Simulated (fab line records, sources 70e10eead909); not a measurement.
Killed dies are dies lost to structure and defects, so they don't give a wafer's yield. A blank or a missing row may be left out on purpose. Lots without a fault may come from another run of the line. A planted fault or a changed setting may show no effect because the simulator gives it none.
Which tool did it? | flow nand_harc | 22 lots, 66 wafers sampled, at 6 steps of a route of 1159

WHAT THE GAUGES READ, wafer by wafer
The record holds no reading of a measuring or inspecting step that can be judged against a usual standard deviation.

WHICH TOOL RAN EACH LOT (tool, then ch and the chambers of the sampled wafers, then the start)
lot  | NHARC_A_STAIRCASE_TRIM_193                    | NHARC_A_STAIRCASE_TRIM_198                    | NHARC_A_STAIRCASE_TRIM_200                    | NHARC_A_STAIRCASE_TRIM_231                    | NHARC_A_STAIRCASE_DEP_301       | NHARC_A_STAIRCASE_HM_OPEN_463
L074 | rie_diel-12 ch 2,3, day 12 02:02 or earlier   | rie_diel-01 ch 1,2, day 12 02:02 or earlier   | rie_diel-01 ch 0,2, day 12 02:02 or earlier   | rie_diel-10 ch 0,2, day 12 02:02 or earlier   | pecvd-03 ch 0,2, day 12 02:02   | rie_diel-12 ch 1,2,3, no start
L075 | rie_diel-01 ch 0,1,2, day 12 06:43 or earlier | rie_diel-12 ch 1,2,3, day 12 06:43 or earlier | rie_diel-12 ch 0,1, day 12 06:43 or earlier   | rie_diel-01 ch 0,2,3, day 12 06:43 or earlier | pecvd-01 ch 0,2, day 12 06:43   | rie_diel-01 ch 1,2,3, no start
L076 | rie_diel-01 ch 1,2, day 12 08:33 or earlier   | rie_diel-01 ch 0,3, day 12 08:33 or earlier   | rie_diel-01 ch 0,1,3, day 12 08:33 or earlier | rie_diel-10 ch 0,1, day 12 08:33 or earlier   | pecvd-01 ch 0,1,2, day 12 08:33 | rie_diel-12 ch 1,2,3, no start
L079 | rie_diel-10 ch 0,1,2, day 12 19:30 or earlier | rie_diel-12 ch 0,2, day 12 19:30 or earlier   | rie_diel-12 ch 2,3, day 12 19:30 or earlier   | rie_diel-01 ch 1,2,3, day 12 19:30 or earlier | pecvd-01 ch 1,2, day 12 19:30   | rie_diel-01 ch 0,2, no start
L077 | rie_diel-12 ch 0,1,2, day 12 16:10 or earlier | rie_diel-12 ch 2,3, day 12 16:10 or earlier   | rie_diel-12 ch 2,3, day 12 16:10 or earlier   | rie_diel-10 ch 1,2,3, day 12 16:10 or earlier | pecvd-01 ch 0,1,2, day 12 16:10 | rie_diel-12 ch 1,2, no start
L080 | rie_diel-12 ch 2,3, day 12 21:41 or earlier   | rie_diel-10 ch 0,1,2, day 12 21:41 or earlier | rie_diel-10 ch 0,1,2, day 12 21:41 or earlier | rie_diel-10 ch 1,2,3, day 12 21:41 or earlier | pecvd-01 ch 0,1,2, day 12 21:41 | rie_diel-12 ch 0,1, no start
L078 | rie_diel-10 ch 0,2,3, day 12 22:11 or earlier | rie_diel-12 ch 1,2, day 12 22:11 or earlier   | rie_diel-12 ch 0,2,3, day 12 22:11 or earlier | rie_diel-10 ch 0,2,3, day 12 22:11 or earlier | pecvd-02 ch 0,1,2, day 12 22:11 | rie_diel-10 ch 0,2, no start
L081 | rie_diel-10 ch 0,1, day 13 09:19 or earlier   | rie_diel-10 ch 0,1,3, day 13 09:19 or earlier | rie_diel-10 ch 1,2, day 13 09:19 or earlier   | rie_diel-10 ch 0,1,2, day 13 09:19 or earlier | pecvd-02 ch 0,1,2, day 13 09:19 | rie_diel-01 ch 0,3, no start
L083 | rie_diel-01 ch 1,2,3, day 13 22:34 or earlier | rie_diel-10 ch 2,3, day 13 22:34 or earlier   | rie_diel-10 ch 1,2,3, day 13 22:34 or earlier | rie_diel-12 ch 0,1,3, day 13 22:34 or earlier | pecvd-02 ch 0,1,2, day 13 22:34 | rie_diel-12 ch 0,1,3, no start
L082 | rie_diel-12 ch 2,3, day 13 23:29 or earlier   | rie_diel-01 ch 2,3, day 13 23:29 or earlier   | rie_diel-01 ch 0,1,2, day 13 23:29 or earlier | rie_diel-10 ch 2,3, day 13 23:29 or earlier   | pecvd-01 ch 0,1,2, day 13 23:29 | rie_diel-01 ch 1,2,3, no start
L084 | rie_diel-10 ch 1,2,3, day 14 10:19 or earlier | rie_diel-10 ch 0,1,3, day 14 10:19 or earlier | rie_diel-10 ch 0,3, day 14 10:19 or earlier   | rie_diel-10 ch 1,2,3, day 14 10:19 or earlier | pecvd-02 ch 0,1, day 14 10:19   | rie_diel-10 ch 1,2,3, no start
L085 | rie_diel-10 ch 0,2,3, day 14 21:34 or earlier | rie_diel-10 ch 2,3, day 14 21:34 or earlier   | rie_diel-10 ch 0,2,3, day 14 21:34 or earlier | rie_diel-12 ch 0,1, day 14 21:34 or earlier   | pecvd-02 ch 0,2, day 14 21:34   | rie_diel-01 ch 0,1, no start
L087 | rie_diel-12 ch 1,2,3, day 14 21:44 or earlier | rie_diel-10 ch 0,3, day 14 21:44 or earlier   | rie_diel-10 ch 0,1,3, day 14 21:44 or earlier | rie_diel-10 ch 1,2,3, day 14 21:44 or earlier | pecvd-02 ch 0,1,2, day 14 21:44 | rie_diel-12 ch 1,2, no start
L088 | rie_diel-10 ch 0,3, day 15 17:49 or earlier   | rie_diel-10 ch 0,2, day 15 17:49 or earlier   | rie_diel-10 ch 0,3, day 15 17:49 or earlier   | rie_diel-12 ch 0,3, day 15 17:49 or earlier   | pecvd-01 ch 1,2, day 15 17:49   | rie_diel-12 ch 0,2, no start
L090 | rie_diel-10 ch 2,3, day 15 21:52 or earlier   | rie_diel-01 ch 0,1, day 15 21:52 or earlier   | rie_diel-01 ch 1,2,3, day 15 21:52 or earlier | rie_diel-10 ch 2,3, day 15 21:52 or earlier   | pecvd-02 ch 0,1,2, day 15 21:52 | rie_diel-12 ch 0,3, no start
L091 | rie_diel-12 ch 0,2,3, day 15 22:53 or earlier | rie_diel-12 ch 0,1,2, day 15 22:53 or earlier | rie_diel-12 ch 1,2, day 15 22:53 or earlier   | rie_diel-01 ch 2,3, day 15 22:53 or earlier   | pecvd-02 ch 1,2, day 15 22:53   | rie_diel-01 ch 0,1, no start
L093 | rie_diel-10 ch 0,1,3, day 16 04:06 or earlier | rie_diel-10 ch 0,1,2, day 16 04:06 or earlier | rie_diel-10 ch 0,1,2, day 16 04:06 or earlier | rie_diel-01 ch 0,2,3, day 16 04:06 or earlier | pecvd-01 ch 0,1,2, day 16 04:06 | rie_diel-01 ch 0,1,3, no start
L092 | rie_diel-01 ch 2,3, day 16 03:54 or earlier   | rie_diel-01 ch 0,1,2, day 16 03:54 or earlier | rie_diel-01 ch 0,1,2, day 16 03:54 or earlier | rie_diel-10 ch 0,1,2, day 16 03:54 or earlier | pecvd-01 ch 0,1, day 16 03:54   | rie_diel-12 ch 0,2,3, no start
L095 | rie_diel-12 ch 1,2, day 16 15:36 or earlier   | rie_diel-01 ch 0,3, day 16 15:36 or earlier   | rie_diel-01 ch 0,1,2, day 16 15:36 or earlier | rie_diel-01 ch 1,2, day 16 15:36 or earlier   | pecvd-03 ch 0,1, day 16 15:36   | rie_diel-10 ch 0,2,3, no start
L094 | rie_diel-01 ch 1,2, day 16 18:39 or earlier   | rie_diel-12 ch 0,1,3, day 16 18:39 or earlier | rie_diel-12 ch 0,2,3, day 16 18:39 or earlier | rie_diel-01 ch 1,3, day 16 18:39 or earlier   | pecvd-02 ch 0,1,2, day 16 18:39 | rie_diel-10 ch 0,3, no start
L096 | rie_diel-12 ch 0,2,3, day 16 17:08 or earlier | rie_diel-01 ch 0,2,3, day 16 17:08 or earlier | rie_diel-01 ch 0,1,3, day 16 17:08 or earlier | rie_diel-12 ch 0,1,2, day 16 17:08 or earlier | pecvd-03 ch 0,1,2, day 16 17:08 | rie_diel-01 ch 0,2,3, no start
L097 | rie_diel-01 ch 0,1, day 17 18:52 or earlier   | rie_diel-01 ch 1,2, day 17 18:52 or earlier   | rie_diel-01 ch 0,2,3, day 17 18:52 or earlier | rie_diel-12 ch 1,2, day 17 18:52 or earlier   | pecvd-02 ch 1,2, day 17 18:52   | rie_diel-10 ch 0,1, no start
- NHARC_A_STAIRCASE_TRIM_193: chemistry O2, time 211.2 s.
- NHARC_A_STAIRCASE_TRIM_198: chemistry O2, time 211.2 s.
- NHARC_A_STAIRCASE_TRIM_200: chemistry O2, time 211.2 s.
- NHARC_A_STAIRCASE_TRIM_231: chemistry O2, time 211.2 s.
- NHARC_A_STAIRCASE_DEP_301: deposits SiON, target thk 30 nm.
- NHARC_A_STAIRCASE_HM_OPEN_463: chemistry O2/COS.

WHAT THE TOOLS THEMSELVES READ (means of the sampled wafers that have a number; where no wafer has one, the mark that the record gives instead)
NHARC_A_STAIRCASE_TRIM_193.
lot  | tool        | drypump_motor_current_A (A) | oes_product_au (a.u.) | rf_vpp_V (V) | showerhead_plenum_p_Torr (Torr) | throttle_valve_pct (%)
L074 | rie_diel-12 | 5.2                         | 1.002                 | 58.2         | 3.63                            | 17.032
L075 | rie_diel-01 | 6.3                         | 0.995                 | 57.1         | 3.47                            | 17.039
L076 | rie_diel-01 | 6.4                         | 1.001                 | 57.8         | 3.55                            | 17.040
L079 | rie_diel-10 | 5.6                         | 1.008                 | 57.4         | 3.38                            | 17.033
L077 | rie_diel-12 | 5.2                         | 1.002                 | 58.0         | 3.60                            | 17.037
L080 | rie_diel-12 | 5.1                         | 1.002                 | 57.5         | 3.47                            | 17.025
L078 | rie_diel-10 | 5.3                         | 1.000                 | 56.8         | 3.42                            | 17.029
L081 | rie_diel-10 | 5.7                         | 1.010                 | 57.7         | 3.37                            | 17.039
L083 | rie_diel-01 | 6.2                         | 1.006                 | 58.5         | 3.59                            | 17.031
L082 | rie_diel-12 | 5.2                         | 1.009                 | 58.5         | 3.63                            | 17.043
L084 | rie_diel-10 | 5.4                         | 1.006                 | 57.9         | 3.38                            | 17.038
L085 | rie_diel-10 | 5.3                         | 1.005                 | 57.7         | 3.41                            | 17.028
L087 | rie_diel-12 | 5.2                         | 1.005                 | 57.8         | 3.59                            | 17.046
L088 | rie_diel-10 | 5.4                         | 0.997                 | 57.6         | 3.44                            | 17.031
L090 | rie_diel-10 | 5.2                         | 1.000                 | 57.2         | 3.38                            | 17.038
L091 | rie_diel-12 | 5.2                         | 0.995                 | 58.0         | 3.62                            | 17.037
L093 | rie_diel-10 | 5.5                         | 1.003                 | 57.5         | 3.41                            | 17.035
L092 | rie_diel-01 | 6.4                         | 1.002                 | 57.9         | 3.62                            | 17.031
L095 | rie_diel-12 | 4.9                         | 1.000                 | 57.4         | 3.41                            | 17.041
L094 | rie_diel-01 | 6.0                         | 1.007                 | 57.5         | 3.54                            | 17.040
L096 | rie_diel-12 | 5.3                         | 0.999                 | 58.5         | 3.61                            | 17.045
L097 | rie_diel-01 | 5.9                         | 1.002                 | 57.5         | 3.46                            | 17.037

NHARC_A_STAIRCASE_TRIM_198.
lot  | tool        | drypump_motor_current_A (A) | oes_product_au (a.u.) | rf_vpp_V (V) | showerhead_plenum_p_Torr (Torr) | throttle_valve_pct (%)
L074 | rie_diel-01 | 6.0                         | 1.002                 | 57.4         | 3.56                            | 17.026
L075 | rie_diel-12 | 5.1                         | 1.000                 | 58.8         | 3.60                            | 17.034
L076 | rie_diel-01 | 6.3                         | 1.001                 | 58.0         | 3.56                            | 17.036
L079 | rie_diel-12 | 5.1                         | 1.000                 | 57.7         | 3.47                            | 17.039
L077 | rie_diel-12 | 5.2                         | 0.998                 | 58.2         | 3.63                            | 17.027
L080 | rie_diel-10 | 5.6                         | 1.006                 | 58.2         | 3.37                            | 17.035
L078 | rie_diel-12 | 5.1                         | 1.004                 | 58.1         | 3.57                            | 17.037
L081 | rie_diel-10 | 5.5                         | 1.000                 | 57.6         | 3.42                            | 17.033
L083 | rie_diel-10 | 5.1                         | 0.994                 | 57.7         | 3.43                            | 17.034
L082 | rie_diel-01 | 6.4                         | 0.998                 | 57.9         | 3.63                            | 17.041
L084 | rie_diel-10 | 5.5                         | 1.000                 | 57.6         | 3.41                            | 17.039
L085 | rie_diel-10 | 5.1                         | 1.000                 | 57.5         | 3.43                            | 17.045
L087 | rie_diel-10 | 5.2                         | 0.996                 | 57.4         | 3.46                            | 17.042
L088 | rie_diel-10 | 5.4                         | 1.000                 | 58.0         | 3.37                            | 17.033
L090 | rie_diel-01 | 5.9                         | 1.006                 | 58.4         | 3.47                            | 17.045
L091 | rie_diel-12 | 5.2                         | 1.001                 | 58.0         | 3.58                            | 17.039
L093 | rie_diel-10 | 5.6                         | 1.002                 | 57.5         | 3.36                            | 17.033
L092 | rie_diel-01 | 6.2                         | 0.999                 | 57.2         | 3.45                            | 17.037
L095 | rie_diel-01 | 6.3                         | 1.000                 | 58.3         | 3.54                            | 17.039
L094 | rie_diel-12 | 5.4                         | 1.007                 | 58.4         | 3.74                            | 17.043
L096 | rie_diel-01 | 6.5                         | 1.004                 | 57.2         | 3.49                            | 17.035
L097 | rie_diel-01 | 6.0                         | 1.003                 | 57.3         | 3.53                            | 17.030

NHARC_A_STAIRCASE_TRIM_200.
lot  | tool        | drypump_motor_current_A (A) | oes_product_au (a.u.) | rf_vpp_V (V) | showerhead_plenum_p_Torr (Torr) | throttle_valve_pct (%)
L074 | rie_diel-01 | 6.5                         | 1.009                 | 57.5         | 3.38                            | 17.035
L075 | rie_diel-12 | 5.3                         | 1.004                 | 58.1         | 3.73                            | 17.038
L076 | rie_diel-01 | 6.1                         | 1.003                 | 58.0         | 3.52                            | 17.036
L079 | rie_diel-12 | 5.2                         | 1.005                 | 57.7         | 3.63                            | 17.039
L077 | rie_diel-12 | 5.2                         | 0.995                 | 58.2         | 3.63                            | 17.039
L080 | rie_diel-10 | 5.6                         | 0.997                 | 57.1         | 3.37                            | 17.040
L078 | rie_diel-12 | 5.2                         | 1.001                 | 57.6         | 3.63                            | 17.038
L081 | rie_diel-10 | 5.5                         | 1.000                 | 57.4         | 3.34                            | 17.040
L083 | rie_diel-10 | 5.4                         | 0.990                 | 57.2         | 3.38                            | 17.032
L082 | rie_diel-01 | 6.3                         | 1.001                 | 58.0         | 3.46                            | 17.039
L084 | rie_diel-10 | 5.2                         | 1.000                 | 57.4         | 3.46                            | 17.035
L085 | rie_diel-10 | 5.3                         | 1.004                 | 57.5         | 3.41                            | 17.033
L087 | rie_diel-10 | 5.5                         | 0.994                 | 56.8         | 3.41                            | 17.033
L088 | rie_diel-10 | 5.4                         | 0.999                 | 58.1         | 3.44                            | 17.040
L090 | rie_diel-01 | 6.2                         | 1.006                 | 57.6         | 3.59                            | 17.038
L091 | rie_diel-12 | 4.9                         | 0.993                 | 57.0         | 3.42                            | 17.037
L093 | rie_diel-10 | 5.6                         | 1.000                 | 57.5         | 3.36                            | 17.042
L092 | rie_diel-01 | 6.2                         | 1.003                 | 57.0         | 3.45                            | 17.037
L095 | rie_diel-01 | 6.3                         | 1.008                 | 56.7         | 3.45                            | 17.040
L094 | rie_diel-12 | 5.2                         | 0.994                 | 58.0         | 3.61                            | 17.037
L096 | rie_diel-01 | 6.1                         | 0.998                 | 57.6         | 3.50                            | 17.039
L097 | rie_diel-01 | 6.4                         | 1.004                 | 58.2         | 3.48                            | 17.041

NHARC_A_STAIRCASE_TRIM_231.
lot  | tool        | drypump_motor_current_A (A) | oes_product_au (a.u.) | rf_vpp_V (V) | showerhead_plenum_p_Torr (Torr) | throttle_valve_pct (%)
L074 | rie_diel-10 | 5.4                         | 1.006                 | 58.1         | 3.38                            | 17.030
L075 | rie_diel-01 | 6.4                         | 0.997                 | 58.1         | 3.51                            | 17.031
L076 | rie_diel-10 | 5.7                         | 1.015                 | 57.7         | 3.41                            | 17.041
L079 | rie_diel-01 | 6.2                         | 0.999                 | 58.5         | 3.60                            | 17.031
L077 | rie_diel-10 | 5.4                         | 0.994                 | 57.5         | 3.39                            | 17.034
L080 | rie_diel-10 | 5.4                         | 1.001                 | 58.3         | 3.39                            | 17.033
L078 | rie_diel-10 | 5.3                         | 0.994                 | 57.8         | 3.42                            | 17.029
L081 | rie_diel-10 | 5.6                         | 0.996                 | 57.8         | 3.37                            | 17.039
L083 | rie_diel-12 | 5.4                         | 1.009                 | 58.4         | 3.76                            | 17.037
L082 | rie_diel-10 | 5.1                         | 1.008                 | 57.6         | 3.43                            | 17.031
L084 | rie_diel-10 | 5.4                         | 0.995                 | 57.9         | 3.38                            | 17.035
L085 | rie_diel-12 | 5.3                         | 1.006                 | 59.1         | 3.72                            | 17.029
L087 | rie_diel-10 | 5.4                         | 0.994                 | 58.0         | 3.38                            | 17.027
L088 | rie_diel-12 | 5.5                         | 0.999                 | 57.6         | 3.78                            | 17.041
L090 | rie_diel-10 | 5.1                         | 0.997                 | 57.7         | 3.42                            | 17.033
L091 | rie_diel-01 | 6.4                         | 0.999                 | 57.7         | 3.62                            | 17.038
L093 | rie_diel-01 | 6.4                         | 1.008                 | 57.1         | 3.49                            | 17.051
L092 | rie_diel-10 | 5.6                         | 1.001                 | 57.5         | 3.36                            | 17.023
L095 | rie_diel-01 | 6.3                         | 1.006                 | 57.8         | 3.53                            | 17.035
L094 | rie_diel-01 | 5.9                         | 1.010                 | 57.7         | 3.60                            | 17.036
L096 | rie_diel-12 | 5.2                         | 0.993                 | 57.7         | 3.58                            | 17.042
L097 | rie_diel-12 | 5.0                         | 0.993                 | 58.8         | 3.76                            | 17.030

NHARC_A_STAIRCASE_DEP_301.
lot  | tool     | heater_power_w (W) | susceptor_temp_C (C)
L074 | pecvd-03 | 802                | 400.03
L075 | pecvd-01 | 667                | 400.05
L076 | pecvd-01 | 711                | 400.23
L079 | pecvd-01 | 712                | 400.00
L077 | pecvd-01 | 718                | 399.96
L080 | pecvd-01 | 692                | 399.91
L078 | pecvd-02 | 744                | 400.18
L081 | pecvd-02 | 766                | 399.91
L083 | pecvd-02 | 836                | 399.84
L082 | pecvd-01 | 712                | 400.19
L084 | pecvd-02 | 759                | 400.04
L085 | pecvd-02 | 709                | 399.86
L087 | pecvd-02 | 779                | 399.84
L088 | pecvd-01 | 601                | 399.78
L090 | pecvd-02 | 741                | 399.80
L091 | pecvd-02 | 742                | 399.97
L093 | pecvd-01 | 752                | 400.04
L092 | pecvd-01 | 776                | 399.84
L095 | pecvd-03 | 753                | 399.99
L094 | pecvd-02 | 767                | 400.18
L096 | pecvd-03 | 788                | 399.99
L097 | pecvd-02 | 796                | 399.96

NHARC_A_STAIRCASE_HM_OPEN_463.
lot  | tool        | drypump_motor_current_A (A) | oes_product_au (a.u.) | rf_vpp_V (V) | showerhead_plenum_p_Torr (Torr) | throttle_valve_pct (%)
L074 | rie_diel-12 | 5.1                         | 1.006                 | 468          | 3.18                            | 28.335
L075 | rie_diel-01 | 6.2                         | 0.992                 | 468          | 3.18                            | 28.330
L076 | rie_diel-12 | 5.1                         | 1.006                 | 469          | 3.18                            | 28.331
L079 | rie_diel-01 | 6.5                         | 1.001                 | 465          | 3.05                            | 28.323
L077 | rie_diel-12 | 5.1                         | 1.012                 | 468          | 3.15                            | 28.329
L080 | rie_diel-12 | 5.4                         | 0.998                 | 472          | 3.33                            | 28.334
L078 | rie_diel-10 | 5.4                         | 1.000                 | 464          | 2.99                            | 28.330
L081 | rie_diel-01 | 6.3                         | 1.001                 | 467          | 3.14                            | 28.328
L083 | rie_diel-12 | 5.4                         | 1.004                 | 472          | 3.32                            | 28.329
L082 | rie_diel-01 | 6.2                         | 1.002                 | 468          | 3.18                            | 28.328
L084 | rie_diel-10 | 5.4                         | 1.001                 | 464          | 2.99                            | 28.333
L085 | rie_diel-01 | 5.9                         | 1.011                 | 466          | 3.07                            | 28.332
L087 | rie_diel-12 | 5.1                         | 1.003                 | 468          | 3.14                            | 28.327
L088 | rie_diel-12 | 5.3                         | 0.994                 | 468          | 3.19                            | 28.331
L090 | rie_diel-12 | 5.5                         | 1.000                 | 472          | 3.34                            | 28.328
L091 | rie_diel-01 | 5.9                         | 1.006                 | 466          | 3.07                            | 28.330
L093 | rie_diel-01 | 6.1                         | 1.006                 | 467          | 3.10                            | 28.330
L092 | rie_diel-12 | 5.2                         | 1.000                 | 469          | 3.19                            | 28.333
L095 | rie_diel-10 | 5.3                         | 1.005                 | 464          | 3.01                            | 28.322
L094 | rie_diel-10 | 5.4                         | 1.004                 | 465          | 3.04                            | 28.329
L096 | rie_diel-01 | 6.4                         | 0.994                 | 466          | 3.08                            | 28.323
L097 | rie_diel-10 | 5.7                         | 0.998                 | 464          | 2.99                            | 28.333

THE ANSWER, worked out from the rows above alone
Rule: what is usual is taken from the lots themselves. Put in order of their means at a reading, lots are off if they are a third of the lots or fewer, leave a main group of 4 or more, and stand apart from it by a gap of 3 or more times the standard deviation of the main group's means; of several such gaps the widest counts. A main group whose means are all the same, to the digits that the tables above print for the reading, isn't used. A lot without any number at a reading at which 4 lots or more have one is off too. The other lots that the step has rows for count as sound. The gauges are gone through in route order, then the tools' own readings, and for those a lot's mean is taken as printed above. The first step at which some lot is off is used, and at that step the reading that is off furthest; a lot without a number counts as furthest.
No lot is off at any reading shown: from this, nothing can be told.

WHAT THE SIMULATOR HAD PUT IN
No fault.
